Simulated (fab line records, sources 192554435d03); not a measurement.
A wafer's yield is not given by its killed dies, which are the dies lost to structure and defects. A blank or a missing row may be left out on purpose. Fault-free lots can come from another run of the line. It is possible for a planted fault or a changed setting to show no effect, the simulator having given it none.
Comparing a struck lot with a sound one / flow n5-finfet / 16 steps out of a route of 1938
Sound: these wafers, L256.3, L256.4, L256.5. Struck: wafer L257.5 (left out: L257.2, L257.6 of the same lot, which were not struck); the cause appears at the end.
At each step with rows: each side's tool, then ch and its chambers, then its first start. Under that, the readings that differ: sound wafers / struck wafers / difference of the means / sigmas: that difference in standard deviations of wafers without a fault.
alike: words and numbers the same on both sides, and readings whose means are apart by under 2 such deviations; not compared: readings that were withheld, readings missing a value for some wafer, numbers with overlapping values and no deviation given by the record, and bounds like >300 which may hide the same value.
A row with sigmas, a row that says differs or no value, or rows on one side alone: a step with any of these is where the two part. Numbers that have no deviation but don't overlap get no sigmas and don't part them. A reading missing from all wafers of one side parts the sides only when that side holds two or more wafers.

first, 4 steps without rows for these wafers: N5_BEOL_M4_HM_STRIP_39 (strips TiN in peroxide tin strip, target depth 25 nm, time 158 s); N5_BEOL_M4_SRD_40 (time 30 s); N5_BEOL_M4_PRECLEAN_42 (cleans in residue remover, time 60 s); N5_BEOL_M4_SRD_43 (time 30 s).
N5_BEOL_M4_CD_MEAS_35: target cd 18 nm, target cd y 22.4 nm.
  sound on cd-sem-02, day 10 01:13; struck on cd-sem-01, day 10 10:43
  alike: cd-nm
N5_BEOL_M4_DEGAS_44: time 60 s.
  sound on pvd-sputter-01, day 10 02:04; struck on pvd-sputter-01, day 10 11:01
  alike: heater-power-w
then, 1 step without rows for these wafers: N5_BEOL_M4_PRE_CLEAN_45 (time 30 s).
N5_BEOL_M4_ALD_84: deposits TaN, pulse time 2 s, purge time 3 s, co reactant purge time 2 s.
  sound on ald-metal-04 ch 1,3, day 10 02:13; struck on ald-metal-04 ch 2, day 10 11:10
  alike: heater-power-outer-w, heater-power-w, precursor-vessel-carrier-sccm
N5_BEOL_M4_SURFACE_TREAT_85:
  sound on pvd-sputter-01, day 10 02:31; struck on pvd-sputter-01, day 10 11:35
  not compared: throttle-valve-pct
then, 1 step without rows for these wafers: N5_BEOL_M4_CVD_47 (deposits Co from CCTBA/H2, target thk 3 nm, time 223.8 s).
N5_BEOL_M4_SPUTTER_48: material Cu, target thk 4.5 nm, time 8.29 s.
  sound on pvd-sputter-01, day 10 02:44; struck on pvd-sputter-01, day 10 12:06
  alike: chamber-pressure-pa, chuck-gas-flow-sccm, throttle-valve-pct
N5_BEOL_M4_ANNEAL_49: time 240 s.
  sound on pvd-sputter-01, day 10 02:49; struck on pvd-sputter-01, day 10 12:11
  alike: heater-power-w
N5_BEOL_M4_SPUTTER_79: material Cu, target thk 4.5 nm, time 8.29 s.
  sound on pvd-sputter-01, day 10 02:57; struck on pvd-sputter-01, day 10 12:19
reading=chamber-pressure-pa (Pa); sound=0.07005 0.0698 0.06988; struck=0.07507; difference=+0.00516; sigmas=+37
reading=chuck-gas-flow-sccm (sccm); sound=1.27 1.22 1.22; struck=1.36; difference=+0.12; sigmas=+2
  alike: throttle-valve-pct
then, 1 step without rows for these wafers: N5_BEOL_M4_ANNEAL_80 (time 240 s).
N5_BEOL_M4_RC_MEAS_101:
  sound on prober-01 ch 0, day 10 06:22; struck on prober-02 ch 0, day 10 15:15
reading=SS_P (mV/dec); sound=73.0 74.5 74.2; struck=72.3; difference=-1.6; sigmas=-2
  alike: DIBL_N, DIBL_P, IOFF_N, IOFF_P, ION_N, ION_P, SS_N, VT_N, VT_P
-- the record jumps here: 4 days lie between the struck wafers' starts before and after (it left off in module BEOL_M4 and takes up again in module PASSIVATION, whose first step shown is number 1936 of the route) --
N5_PASSIVATION_PROBE_49:
  sound on prober-02, day 14 20:52; struck on prober-02, day 14 22:41
  alike: defect-limited-yield, killed_at_M0_to_M3, killed_at_M4_up, killed-at-contacts, killed-at-front-end, killed-at-other, killed-dies, killed-open, killed-short, sort_bin_4_leakage, sort_bin_5_function, sort_bin_6_memory, sort-n-pass, sort-yield-pct

## WHERE THEY PART
Earliest at N5_BEOL_M4_SPUTTER_79; latest, in this record, at N5_BEOL_M4_RC_MEAS_101. Later steps at which nothing parts them and some readings are alike: N5_PASSIVATION_PROBE_49.

WHY: what the simulator had put in
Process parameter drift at N5_BEOL_M4_SPUTTER_79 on pvd-sputter-01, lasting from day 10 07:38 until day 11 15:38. A move of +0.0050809 in setting chamber-pressure-pa, from 0.07. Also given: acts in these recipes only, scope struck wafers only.
